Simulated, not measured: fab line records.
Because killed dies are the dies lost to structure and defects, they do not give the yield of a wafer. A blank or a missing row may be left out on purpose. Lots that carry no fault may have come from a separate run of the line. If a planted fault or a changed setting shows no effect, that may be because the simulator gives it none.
Matching of chambers -- flow nand harc -- 3 sister chambers for NHARC_P_BONDPAD_DEP_00 on pecvd-01
The step deposits SiCN, target thk 250 nm. 14 wafers are shown with their chamber, then 7 later ones without.

== WAFERS WITH THEIR CHAMBER ==
wafer,chamber,heater power w (W)
L076.2,0,525
L076.4,1,625
L076.5,0,554
L077.2,1,594
L077.3,0,544
L077.6,1,621
L078.1,1,681
L078.2,0,538
L078.3,2,680
L084.3,1,643
L084.4,1,666
L084.5,2,553
L085.1,2,648
L085.2,0,518

SIGNATURES (means of the wafers above)
reading,chamber 0,chamber 1,chamber 2,scatter within a chamber
heater power w,535.80,638.33,627.00,36.4
Rule: a wafer's distance from a chamber is the root of the sum, over the readings, of the square of ((its reading less the chamber's mean) divided by the reading's scatter). If the next closest chamber is less than 2 further off than the closest, the wafer can't be placed; otherwise it belongs to the closest. How the scatter is found: for the shown wafers, subtract from each reading the mean of its chamber, square and add these, divide the total by (wafers less chambers), then take the root.

== WAFERS WHOSE CHAMBER IS MISSING ==
wafer,heater power w (W)
L085.6,662
L088.1,683
L088.4,568
L088.5,672
L090.2,590
L090.3,678
L090.6,601

== EACH ONE'S CHAMBER ==
wafer,from the rows above,in truth
L085.6,can't be placed: 1 or 2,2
L088.1,can't be placed: 1 or 2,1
L088.4,can't be placed: 0 or 2 or 1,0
L088.5,can't be placed: 1 or 2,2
L090.2,can't be placed: 2 or 1 or 0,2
L090.3,can't be placed: 1 or 2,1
L090.6,can't be placed: 2 or 1 or 0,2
Correct placement for 0 of the 7. Cannot be placed on the basis of these rows: 7; the candidates contain the true chamber in 7. 0 placed wrongly.
